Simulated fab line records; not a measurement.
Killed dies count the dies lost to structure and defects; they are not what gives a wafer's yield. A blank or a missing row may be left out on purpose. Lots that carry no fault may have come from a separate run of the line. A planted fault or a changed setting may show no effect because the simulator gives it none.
fab line records :: flow nand_harc
record:
  lots: 15
  wafers: 43
  last_day: 25
route steps=1159 shown A_ONON_D1@438 END@1159
lots that met no fault: taken from a fault-free run of the same line
start_h: the number of hours between the record's first day and the start of the first shown wafer of the lot :: wait_h: how many hours have passed since the lot's step before this one :: " same as the row above :: L1.1+2: several wafers, shown together as one row :: - value missing, or start not given :: * or withheld: withheld :: < > ~ a bound
route shown NAME@n: names a module that has steps shown in the file, with the first one's number in the route :: usual: mean and standard deviation over wafers with no fault :: same: alike in all rows :: chamber/n: place in a boat :: sites: readings site by site :: _std_site: the standard deviation of these :: _edge_site: the outer-site mean with the inner-site mean subtracted :: radius_mm: for every site, how far away it sits from the centre of the wafer :: mask NAME#n: copy n :: behind: the tool/chamber that last shaped the wafer :: hold: why the lot went on hold/how many hours it stayed there/how the hold came to an end :: device: transistor that didn't switch, given as n, p or np :: end of line: the same wafers' tests at the end of the route :: for a step that has no rows: nothing shown but its recipe :: killed: at the first sort, the dies lost to defects and structure; wafer yield is something else :: map: per-die view of a wafer (x killed, . not killed, _ where there is no die)
set.NAME: the setting the step ran with; set.NAME@STEP: the setting that earlier step ran with :: model.NAME: the simulator's own value behind a step, which no gauge read
steps of the route over a sample of lots; a table a step, a row a wafer
services: the hour from which a tool's chamber was out of use, counted from the record's first day as start_h (under 0 if before that day), plus the number of hours and why
== steps ==
step: NHARC_A_ONON_D1_DEP_19
recipe:
  target_thk_a: 10000
  n2_flow_sccm: 2750
  n2o_flow_sccm: 2000
  nh3_flow_sccm: 500
  sih4_flow_sccm: 210
  temp_c: 400
lot.wafer: L551.1+2+3
tool: pecvd_onon-01
chamber: 0
start_h: 177.35
wait_h: 0.1

lot.wafer: L552.2+3+4
tool: pecvd_onon-03
chamber: 0
start_h: 177.42
wait_h: 0.1

lot.wafer: L554.1+3+4
tool: pecvd_onon-01
chamber: 0
start_h: 186.18
wait_h: 0.1

lot.wafer: L555.2+5+6
tool: pecvd_onon-02
chamber: 0
start_h: 186.24
wait_h: 0.1

lot.wafer: L553.2+5+6
tool: pecvd_onon-03
chamber: 0
start_h: 186.27
wait_h: 0.1

lot.wafer: L556.1+4+6
tool: pecvd_onon-02
chamber: 0
start_h: 198.72
wait_h: 0.1

lot.wafer: L557.1+5+6
tool: pecvd_onon-03
chamber: 0
start_h: 210.64
wait_h: 0.3

lot.wafer: L561.4+5+6
tool: pecvd_onon-01
chamber: 0
start_h: 220.51
wait_h: 0.2

lot.wafer: L563.1+2+6
tool: pecvd_onon-01
chamber: 0
start_h: 245.59
wait_h: 0.1

lot.wafer: L567.1+4
tool: pecvd_onon-01
chamber: 0
start_h: 264.34
wait_h: 0.1

lot.wafer: L568.1+2+3
tool: pecvd_onon-01
chamber: 0
start_h: 269.35
wait_h: 0.1

lot.wafer: L570.1+3
tool: pecvd_onon-01
chamber: 0
start_h: 285.04
wait_h: 0.1

lot.wafer: L571.2+4+5
tool: pecvd_onon-02
chamber: 0
start_h: 285.11
wait_h: 0.1

lot.wafer: L572.3+4+5
tool: pecvd_onon-03
chamber: 0
start_h: 285.29
wait_h: 0.3

lot.wafer: L574.3+4+6
tool: pecvd_onon-03
chamber: 0
start_h: 307.08
wait_h: 0.2
step: NHARC_A_ONON_D1_THK_MEAS_21
recipe:
  thk_meas_gauge: ellipsometry
usual:
  thk_nm: 996/10
lot.wafer: L551.1
tool: film_metro-01
chamber: -
start_h: 177.86
wait_h: -
thk_nm: 992

lot.wafer: L551.2
tool: film_metro-01
chamber: -
start_h: 177.86
wait_h: -
thk_nm: 990

lot.wafer: L551.3
tool: film_metro-01
chamber: -
start_h: 177.86
wait_h: -
thk_nm: 990

lot.wafer: L552.2
tool: film_metro-02
chamber: -
start_h: 177.87
wait_h: -
thk_nm: 992

lot.wafer: L552.3
tool: film_metro-02
chamber: -
start_h: 177.87
wait_h: -
thk_nm: 992

lot.wafer: L552.4
tool: film_metro-02
chamber: -
start_h: 177.87
wait_h: -
thk_nm: 994

lot.wafer: L554.1
tool: film_metro-01
chamber: -
start_h: 186.69
wait_h: -
thk_nm: 991

lot.wafer: L554.3
tool: film_metro-01
chamber: -
start_h: 186.69
wait_h: -
thk_nm: 991

lot.wafer: L554.4
tool: film_metro-01
chamber: -
start_h: 186.69
wait_h: -
thk_nm: 993

lot.wafer: L555.2
tool: film_metro-02
chamber: -
start_h: 186.69
wait_h: -
thk_nm: 1017

lot.wafer: L555.5
tool: film_metro-02
chamber: -
start_h: 186.69
wait_h: -
thk_nm: 1018

lot.wafer: L555.6
tool: film_metro-02
chamber: -
start_h: 186.69
wait_h: -
thk_nm: 1018

lot.wafer: L553.2
tool: film_metro-01
chamber: -
start_h: 186.73
wait_h: -
thk_nm: 996

lot.wafer: L553.5
tool: film_metro-01
chamber: -
start_h: 186.73
wait_h: -
thk_nm: 993

lot.wafer: L553.6
tool: film_metro-01
chamber: -
start_h: 186.73
wait_h: -
thk_nm: 995

lot.wafer: L556.1
tool: film_metro-02
chamber: -
start_h: 199.24
wait_h: -
thk_nm: 999

lot.wafer: L556.4
tool: film_metro-02
chamber: -
start_h: 199.24
wait_h: -
thk_nm: 997

lot.wafer: L556.6
tool: film_metro-02
chamber: -
start_h: 199.24
wait_h: -
thk_nm: 999

lot.wafer: L557.1
tool: film_metro-02
chamber: -
start_h: 211.15
wait_h: -
thk_nm: 999

lot.wafer: L557.5
tool: film_metro-02
chamber: -
start_h: 211.15
wait_h: -
thk_nm: 997

lot.wafer: L557.6
tool: film_metro-02
chamber: -
start_h: 211.15
wait_h: -
thk_nm: 1001

lot.wafer: L561.4
tool: film_metro-02
chamber: -
start_h: 220.85
wait_h: -
thk_nm: 990

lot.wafer: L561.5
tool: film_metro-02
chamber: -
start_h: 220.85
wait_h: -
thk_nm: 993

lot.wafer: L561.6
tool: film_metro-02
chamber: -
start_h: 220.85
wait_h: -
thk_nm: 993

lot.wafer: L563.1
tool: film_metro-01
chamber: -
start_h: 246.10
wait_h: -
thk_nm: 990

lot.wafer: L563.2
tool: film_metro-01
chamber: -
start_h: 246.10
wait_h: -
thk_nm: 992

lot.wafer: L563.6
tool: film_metro-01
chamber: -
start_h: 246.10
wait_h: -
thk_nm: 991

lot.wafer: L567.1
tool: film_metro-02
chamber: -
start_h: 264.85
wait_h: -
thk_nm: 1536

lot.wafer: L567.4
tool: film_metro-02
chamber: -
start_h: 264.85
wait_h: -
thk_nm: 999

lot.wafer: L568.1
tool: film_metro-02
chamber: -
start_h: 269.85
wait_h: -
thk_nm: 1552

lot.wafer: L568.2
tool: film_metro-02
chamber: -
start_h: 269.85
wait_h: -
thk_nm: 1015

lot.wafer: L568.3
tool: film_metro-02
chamber: -
start_h: 269.85
wait_h: -
thk_nm: 1551

lot.wafer: L570.1
tool: film_metro-01
chamber: -
start_h: 285.55
wait_h: -
thk_nm: 1526

lot.wafer: L570.3
tool: film_metro-01
chamber: -
start_h: 285.55
wait_h: -
thk_nm: 1526

lot.wafer: L571.2
tool: film_metro-01
chamber: -
start_h: 285.56
wait_h: -
thk_nm: 999

lot.wafer: L571.4
tool: film_metro-01
chamber: -
start_h: 285.56
wait_h: -
thk_nm: 1001

lot.wafer: L571.5
tool: film_metro-01
chamber: -
start_h: 285.56
wait_h: -
thk_nm: 1000

lot.wafer: L572.3
tool: film_metro-02
chamber: -
start_h: 285.69
wait_h: -
thk_nm: 978

lot.wafer: L572.4
tool: film_metro-02
chamber: -
start_h: 285.69
wait_h: -
thk_nm: 979

lot.wafer: L572.5
tool: film_metro-02
chamber: -
start_h: 285.69
wait_h: -
thk_nm: 978

lot.wafer: L574.3
tool: film_metro-02
chamber: -
start_h: 307.47
wait_h: -
thk_nm: 1020

lot.wafer: L574.4
tool: film_metro-02
chamber: -
start_h: 307.47
wait_h: -
thk_nm: 1018

lot.wafer: L574.6
tool: film_metro-02
chamber: -
start_h: 307.47
wait_h: -
thk_nm: 1018
step: NHARC_END_SORT_01
recipe:
  temp_c: 25
usual:
  killed_at_array: 26/9.1
  killed_at_other: 0.7/0.9
  killed_at_periphery: 3.6/2.8
  killed_dies: 30/9.2
  killed_open: 3.0/1.9
  killed_short: 2.0/1.4
same:
  gross_dies: 677
lot.wafer: L568.1
tool: prober-02
chamber: 0
start_h: 553.92
wait_h: 2.5
killed_at_array: 676
killed_at_other: 1
killed_at_periphery: 0
killed_dies: 677
killed_open: 3
killed_short: 1

lot.wafer: L568.2
tool: prober-02
chamber: 0
start_h: 554.71
wait_h: 2.8
killed_at_array: 32
killed_at_other: 1
killed_at_periphery: 2
killed_dies: 35
killed_open: 2
killed_short: 4

lot.wafer: L568.3
tool: prober-02
chamber: 0
start_h: 555.50
wait_h: 3.1
killed_at_array: 673
killed_at_other: 0
killed_at_periphery: 4
killed_dies: 677
killed_open: 4
killed_short: 2

lot.wafer: L567.1
tool: prober-01
chamber: 0
start_h: 553.94
wait_h: 2.5
killed_at_array: 672
killed_at_other: 1
killed_at_periphery: 4
killed_dies: 677
killed_open: 5
killed_short: 0

lot.wafer: L567.4
tool: prober-01
chamber: 0
start_h: 556.33
wait_h: 3.4
killed_at_array: 23
killed_at_other: 1
killed_at_periphery: 10
killed_dies: 34
killed_open: 2
killed_short: 0

lot.wafer: L570.1
tool: prober-01
chamber: 0
start_h: 577.52
wait_h: 2.5
killed_at_array: 675
killed_at_other: 0
killed_at_periphery: 2
killed_dies: 677
killed_open: 2
killed_short: 2

lot.wafer: L570.3
tool: prober-01
chamber: 0
start_h: 579.10
wait_h: 3.1
killed_at_array: 675
killed_at_other: 0
killed_at_periphery: 2
killed_dies: 677
killed_open: 3
killed_short: 5
killed by level:class
L568.1 A_ONON_D1:area_dep=647 A_SLIT:chamber_film_flake=15 A_CHANNEL_HOLE_D1:chamber_film_flake=6 A_CONTACT:chamber_film_flake=4 A_ONON_D1:geometric_particle:open=1 A_SGD_CUT:geometric_particle:open=1 A_CONTACT:geometric_particle:short=1 A_CONTACT:geometric_particle:open=1
L567.1 A_ONON_D1:area_dep=637 A_SLIT:chamber_film_flake=15 A_CHANNEL_HOLE_D1:chamber_film_flake=7 A_CHANNEL_FILL_D1:chamber_film_flake=4 A_CONTACT:chamber_film_flake=4 A_WL_FILL:geometric_particle:open=2 P_BONDPAD:chamber_film_flake=2 P_GATE:geometric_particle:open=1
L568.2 A_SLIT:chamber_film_flake=15 A_CONTACT:chamber_film_flake=6 A_CHANNEL_HOLE_D1:chamber_film_flake=5 A_SGD_CUT:geometric_particle:short=3 A_SOURCE_PLATE:geometric_particle:open=1 A_WL_FILL:geometric_particle:short=1 A_WL_FILL:geometric_particle:open=1 P_STI:chamber_film_flake=1
L568.3 A_ONON_D1:area_dep=637 A_SLIT:chamber_film_flake=19 A_CHANNEL_HOLE_D1:chamber_film_flake=10 A_CONTACT:chamber_film_flake=3 P_STI:geometric_particle:open=1 P_GATE:geometric_particle:short=1 P_M1:geometric_particle:open=1 A_ONON_D1:geometric_particle:open=1
L567.4 A_SLIT:chamber_film_flake=10 P_BONDPAD:chamber_film_flake=6 A_CONTACT:chamber_film_flake=5 P_ZERO_WELL:chamber_film_flake=4 A_CHANNEL_HOLE_D1:chamber_film_flake=4 A_CHANNEL_HOLE_D1:geometric_particle:open=1 A_M1:geometric_particle:open=1 A_WL_FILL:chamber_film_flake=1
L570.1 A_ONON_D1:area_dep=625 A_SLIT:chamber_film_flake=20 A_CHANNEL_HOLE_D1:chamber_film_flake=17 A_CONTACT:chamber_film_flake=9 P_M0:geometric_particle:short=1 A_CONTACT:geometric_particle:open=1 A_BLC:geometric_particle:open=1 A_M0:geometric_particle:short=1
L570.3 A_ONON_D1:area_dep=613 A_CHANNEL_HOLE_D1:chamber_film_flake=22 A_SLIT:chamber_film_flake=20 A_CONTACT:chamber_film_flake=5 A_ZERO_WELL:chamber_film_flake=4 A_CHANNEL_FILL_D1:chamber_film_flake=4 P_CONTACT:geometric_particle:open=1 A_ONON_D1:geometric_particle:short=1
== services ==
tool: pecvd_onon-01
chamber: -
start_h: 195.00
hours: 13.0
kind: pm

tool: pecvd_onon-02
chamber: -
start_h: 207.52
hours: 1.5
kind: repair

tool: pecvd_onon-02
chamber: -
start_h: 292.10
hours: 13.0
kind: pm
== key ==
first_sign:
  step: NHARC_A_ONON_D1_THK_MEAS_21
  reading: thk_nm
  direction: up
  sigmas: 54
  usual: 996
  struck: 1538
effect:
  step: NHARC_END_SORT_01
  reading: killed_at_array
  direction: up
  sigmas: 71
  usual: 26
  struck: 674
more_kills_born_at:
  NHARC_A_ONON_D1_DEP_19@pecvd_onon-01: 3159
met_at NHARC_A_ONON_D1_DEP_19
struck_lots L567,L568,L570
struck_wafers L567.1,L568.1,L568.3,L570.1,L570.3
later_rows_left_out L567.1,L568.1,L568.3,L570.1,L570.3
tester_left_out L567,L568,L570
onset_between 245.59 264.34
fault:
  kind: process_parameter_drift
  tool: pecvd_onon-01
  chamber: -
  onset_h: 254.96
  steps: NHARC_A_ONON_D1_DEP_19
  channel: target_thk_a
  offset: *
  shape: step
  end_h: 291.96
  scope: struck_wafers_only
  acts_in: *
  stated: *
tester_left_out: of these lots the tester's yield and bins aren't shown, on N5 and GAA mostly nor the transistor test; their killed dies are dies lost to structure and defects alone, not to doping, threshold or leakage, so they don't give the yield
later_rows_left_out: the simulator's readings of these wafers behind a module that went badly wrong aren't trusted and aren't shown, but for the sort
